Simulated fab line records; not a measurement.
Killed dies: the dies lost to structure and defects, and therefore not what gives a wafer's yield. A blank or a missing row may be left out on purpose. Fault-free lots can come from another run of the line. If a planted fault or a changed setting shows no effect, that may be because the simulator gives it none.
Problem report, 8D (eight disciplines) form, completed by code + flow nandHarc + the parts of the form that need people (team, actions taken, sign-off) are left out

## 1. THE ISSUE
killedAtPeriphery at NHARC_END_SORT_01 reads a mean of 245.3 on 3 wafers of 2 lots; wafers without a fault read 2.7 with a standard deviation of 1.9. So: +99 or more standard deviations from the usual mean.
First observed at day 23 20:22: wafer L947.1, on prober-02. Wafers with a number at this step in the record: 9, from 3 lots. By rule, "out" or "out of limits" means more than 4 standard deviations away from the usual mean. The other wafers with a number count as sound.

## 2. WHAT IT IS; WHAT IT IS NOT
| question                    | is                                                                                                                                          | is not                                                                   |
|-----------------------------|---------------------------------------------------------------------------------------------------------------------------------------------|--------------------------------------------------------------------------|
| which readings at this step | killedAtPeriphery, defectLimitedYield, killedDies, sort_bin_2_pct, sort_bin_3_pct, sort_bin_4_pct, sortNPass, sortRimYieldPct, sortYieldPct | killedAtArray, killedAtOther, killedOpen, killedShort                    |
| which lots                  | L946, L947                                                                                                                                  | L943                                                                     |
| which wafers of those lots  | L946.2, L946.5, L947.1                                                                                                                      | L946.1, L947.2, L947.4                                                   |
| read on which gauges        | prober-01, prober-02                                                                                                                        | -                                                                        |
| when                        | from day 23 20:22                                                                                                                           | up to then (3 sound wafers); but 3 sound wafers of L946, L947 came after |

## 3. WHAT RULES OUT EACH SUSPECT
Counting: if a tool at a process step up to the reading ran every lot that is out, it stays a suspect. Sound lots after the first of them don't rule it out here, since some wafers of a struck lot are sound.
- the gauge at NHARC_END_SORT_01 is ruled out. 2 gauges (prober-01, prober-02) read the wafers that are out.
- cmp-01 at NHARC_P_BONDPAD_CMP_32 (polishes SiCN, target thk 200 nm): kept. It ran every lot that is out, first L946 (day 10 11:17).
- At NHARC_P_BONDPAD_CMP_32, inside cmp-01: chamber 1 took the wafers that are out, while their sound lot-mates went through chambers 2, 3.
After counting, what remains is cmp-01 at NHARC_P_BONDPAD_CMP_32.

## 4. THE CAUSE (what the simulator had put in)
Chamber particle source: cmp-01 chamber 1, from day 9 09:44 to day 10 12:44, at NHARC_P_BONDPAD_CMP_32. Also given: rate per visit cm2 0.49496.
The count eliminated every tool but this one.

## 5. THE CHAIN OF EFFECTS, in route order
Each row: a reading where the mean over the struck wafers with a number is more than 3 standard deviations away from the usual. Only readings whose record carries a usual standard deviation are examined. hours: median over the lots of the time between each lot's start at the first step of this table that gives one and its start at this step. sigmas: the change, counted in usual standard deviations.
| hours | step              | reading            | usual  | on struck wafers | change | sigmas      |
|-------|-------------------|--------------------|--------|------------------|--------|-------------|
| 0     | NHARC_END_SORT_01 | defectLimitedYield | 95.3 % | 61.4             | -33.9  | -20         |
| 0     | NHARC_END_SORT_01 | killedAtPeriphery  | 2.7    | 245.3            | +242.6 | +99 or more |
| 0     | NHARC_END_SORT_01 | killedDies         | 32     | 261              | +229   | +19         |
| 0     | NHARC_END_SORT_01 | sort_bin_2_pct     | 1.5 %  | 12.6             | +11.1  | +16         |
| 0     | NHARC_END_SORT_01 | sort_bin_3_pct     | 0.25 % | 2.56             | +2.31  | +10         |
| 0     | NHARC_END_SORT_01 | sort_bin_4_pct     | 3.0 %  | 23.4             | +20.4  | +19         |
| 0     | NHARC_END_SORT_01 | sortNPass          | 645    | 416              | -229   | -19         |
| 0     | NHARC_END_SORT_01 | sortRimYieldPct    | 95 %   | 57               | -38    | -12         |
| 0     | NHARC_END_SORT_01 | sortYieldPct       | 95.3 % | 61.4             | -33.9  | -20         |

## 6. WHAT WOULD HAVE CAUGHT IT SOONER
In this record the first reading out of limits at a measuring or inspecting step was taken at day 23 20:22, 347 hours after the fault began at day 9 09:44.
An alarm limit of 4 standard deviations would not have fired on the tool readings at NHARC_P_BONDPAD_CMP_32 for which the record gives a usual standard deviation, since none of them was out on any struck wafer.
Lots out: 2; all had begun NHARC_P_BONDPAD_CMP_32 on cmp-01 by day 23 20:22. Holding the tool at that point would not have protected any of them.
